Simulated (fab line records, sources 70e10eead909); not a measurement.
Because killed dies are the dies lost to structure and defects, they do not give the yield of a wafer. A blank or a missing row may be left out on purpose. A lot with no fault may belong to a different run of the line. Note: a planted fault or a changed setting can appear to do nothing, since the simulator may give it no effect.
Chamber matching | flow nand-harc | NHARC_A_CONTACT_ETCH_88 on rie-diel-10 has 4 sister chambers
The step etches the open film in CF4, target depth 39 nm, time 65 s. 33 wafers are shown with their chamber, then 12 later ones without.

EACH WAFER AND ITS CHAMBER
wafer  | chamber | drypump-motor-current-A (A) | showerhead-plenum-p-Torr (Torr) | oes-product-au (a.u.)
L074.1 | 3       | 6.5                         | 1.75                            | 1.008
L074.5 | 0       | 5.3                         | 1.78                            | 0.992
L074.6 | 1       | 6.5                         | 1.80                            | 1.002
L076.1 | 0       | 5.3                         | 1.78                            | 0.998
L076.3 | 2       | 5.8                         | 1.87                            | 1.004
L076.6 | 1       | 6.5                         | 1.80                            | 0.985
L075.3 | 3       | 6.6                         | 1.75                            | 1.021
L075.4 | 2       | 5.8                         | 1.87                            | 0.998
L075.6 | 0       | 5.3                         | 1.78                            | 0.989
L078.1 | 0       | 5.3                         | 1.78                            | 0.985
L078.2 | 2       | 5.8                         | 1.87                            | 1.004
L078.6 | 1       | 6.5                         | 1.80                            | 1.001
L077.3 | 2       | 5.8                         | 1.87                            | 1.002
L077.4 | 0       | 5.3                         | 1.78                            | 0.994
L077.6 | 2       | 5.8                         | 1.87                            | 0.995
L079.2 | 3       | 6.5                         | 1.74                            | 1.016
L079.3 | 1       | 6.5                         | 1.80                            | 0.998
L079.6 | 3       | 6.5                         | 1.74                            | 1.001
L084.3 | 3       | 6.5                         | 1.74                            | 0.998
L084.5 | 2       | 5.8                         | 1.87                            | 0.987
L084.6 | 1       | 6.5                         | 1.80                            | 0.979
L086.4 | 0       | 5.3                         | 1.78                            | 1.007
L086.5 | 1       | 6.5                         | 1.80                            | 0.973
L086.6 | 0       | 5.3                         | 1.78                            | 0.995
L087.1 | 3       | 6.5                         | 1.74                            | 0.998
L087.4 | 0       | 5.3                         | 1.78                            | 0.997
L087.6 | 2       | 5.8                         | 1.86                            | 0.985
L088.1 | 2       | 5.8                         | 1.86                            | 0.990
L088.2 | 0       | 5.3                         | 1.78                            | 0.996
L088.3 | 2       | 5.8                         | 1.86                            | 0.994
L089.3 | 0       | 5.3                         | 1.78                            | 1.008
L089.5 | 0       | 5.3                         | 1.78                            | 1.002
L089.6 | 1       | 6.5                         | 1.80                            | 0.973

SIGNATURES (means of the wafers above)
reading                  | chamber 0 | chamber 1 | chamber 2 | chamber 3 | scatter within a chamber
drypump-motor-current-A  | 5.300     | 6.500     | 5.800     | 6.517     | 0.017
showerhead-plenum-p-Torr | 1.7800    | 1.8000    | 1.8667    | 1.7433    | 0.00339
oes-product-au           | 0.99664   | 0.98729   | 0.99544   | 1.00700   | 0.00906
Rule: for a wafer and a chamber, the distance is found by dividing, reading by reading, the gap between the wafer's reading and the chamber's mean by the reading's scatter, squaring, summing and taking the root. The wafer belongs to the nearest chamber; if the next one is less than 2 further off, it can't be placed. The scatter: the root of (the sum of the squares of (reading less its chamber's mean) over the shown wafers, divided by (wafers less chambers)).

WAFERS WHOSE CHAMBER IS MISSING
wafer  | drypump-motor-current-A (A) | showerhead-plenum-p-Torr (Torr) | oes-product-au (a.u.)
L091.1 | 6.5                         | 1.80                            | 0.989
L091.3 | 5.8                         | 1.86                            | 0.993
L091.5 | 5.3                         | 1.78                            | 1.002
L093.3 | 5.3                         | 1.77                            | 0.996
L093.4 | 5.8                         | 1.86                            | 0.987
L093.5 | 5.3                         | 1.77                            | 0.993
L094.1 | 5.8                         | 1.86                            | 0.984
L094.2 | 6.5                         | 1.79                            | 0.977
L094.5 | 6.5                         | 1.79                            | 0.986
L097.3 | 5.8                         | 1.86                            | 0.992
L097.4 | 6.5                         | 1.74                            | 1.003
L097.5 | 6.5                         | 1.79                            | 0.988

WHICH CHAMBER EACH ONE RAN IN
wafer  | from the rows above | in truth
L091.1 | 1                   | 1
L091.3 | 2                   | 2
L091.5 | 0                   | 0
L093.3 | 0                   | 0
L093.4 | 2                   | 2
L093.5 | 0                   | 0
L094.1 | 2                   | 2
L094.2 | 1                   | 1
L094.5 | 1                   | 1
L097.3 | 2                   | 2
L097.4 | 3                   | 3
L097.5 | 1                   | 1
Correctly placed: 12 of 12. Can't be placed from these rows: 0. Number placed wrongly: 0.
